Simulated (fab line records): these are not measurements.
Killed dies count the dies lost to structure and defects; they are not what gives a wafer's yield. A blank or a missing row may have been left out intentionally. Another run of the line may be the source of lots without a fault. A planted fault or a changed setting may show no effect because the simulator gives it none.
Chamber matching    flow n5Finfet    3 sister chambers for N5_BEOL_M7_CURE_74 on uvCure-03
The step cures SiCOH lowk, time 240 s. 22 wafers are shown with their chamber, then 11 later ones without.

## WAFERS PAIRED WITH THEIR CHAMBERS
wafer   chamber  wafer_temp_C_max  lampPowerPct (%)
L075.3  0        387.7             52.30
L075.4  0        387.9             52.30
L075.6  0        387.7             52.36
L074.1  2        385.9             52.24
L074.2  2        386.5             52.21
L074.3  2        386.3             52.27
L077.3  0        387.1             52.23
L077.4  0        387.5             52.40
L077.6  0        387.6             52.29
L079.3  1        387.9             52.34
L079.4  1        388.6             52.42
L079.5  1        387.4             52.31
L080.2  2        386.7             52.36
L080.3  2        386.6             52.32
L080.4  2        386.3             52.34
L086.1  1        388.5             52.26
L086.3  1        388.2             52.36
L086.4  1        387.4             52.37
L084.1  1        388.0             52.24
L084.2  1        387.7             52.34
L084.4  1        387.1             52.22
L089.3  1        386.8             52.23

SIGNATURES, as means of the wafers listed above
reading           chamber 0  chamber 1  chamber 2  scatter within a chamber
wafer_temp_C_max  387.583    387.760    386.383    0.454
lampPowerPct      52.3133    52.3090    52.2900    0.0637
Rule: distance of a wafer from a chamber = root of the sum over the readings of ((wafer's reading minus chamber's mean) / reading's scatter) squared. If the next closest chamber is less than 2 further off than the closest, the wafer can't be placed; otherwise it belongs to the closest. The scatter is the square root of a quotient: the sum, over the shown wafers, of each reading's squared deviation from its chamber's mean, divided by wafers minus chambers.

## WAFERS WITHOUT THEIR CHAMBER
wafer   wafer_temp_C_max  lampPowerPct (%)
L089.5  387.2             52.23
L089.6  387.8             52.33
L092.2  387.5             52.23
L092.4  388.3             52.31
L092.5  386.9             52.23
L094.2  387.6             52.29
L094.4  388.0             52.32
L094.5  387.7             52.34
L097.2  387.5             52.28
L097.3  387.8             52.27
L097.5  387.9             52.34

## EACH ONE'S CHAMBER
wafer   from the rows above           in truth
L089.5  can't be placed: 0 or 1 or 2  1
L089.6  can't be placed: 1 or 0       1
L092.2  can't be placed: 0 or 1 or 2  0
L092.4  can't be placed: 1 or 0       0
L092.5  can't be placed: 2 or 0 or 1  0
L094.2  can't be placed: 0 or 1       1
L094.4  can't be placed: 1 or 0       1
L094.5  can't be placed: 0 or 1       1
L097.2  can't be placed: 0 or 1 or 2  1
L097.3  can't be placed: 1 or 0       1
L097.5  can't be placed: 1 or 0       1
0 of 11 placed correctly. Cannot be placed on the basis of these rows: 11; the candidates contain the true chamber in 11. 0 placed wrongly.
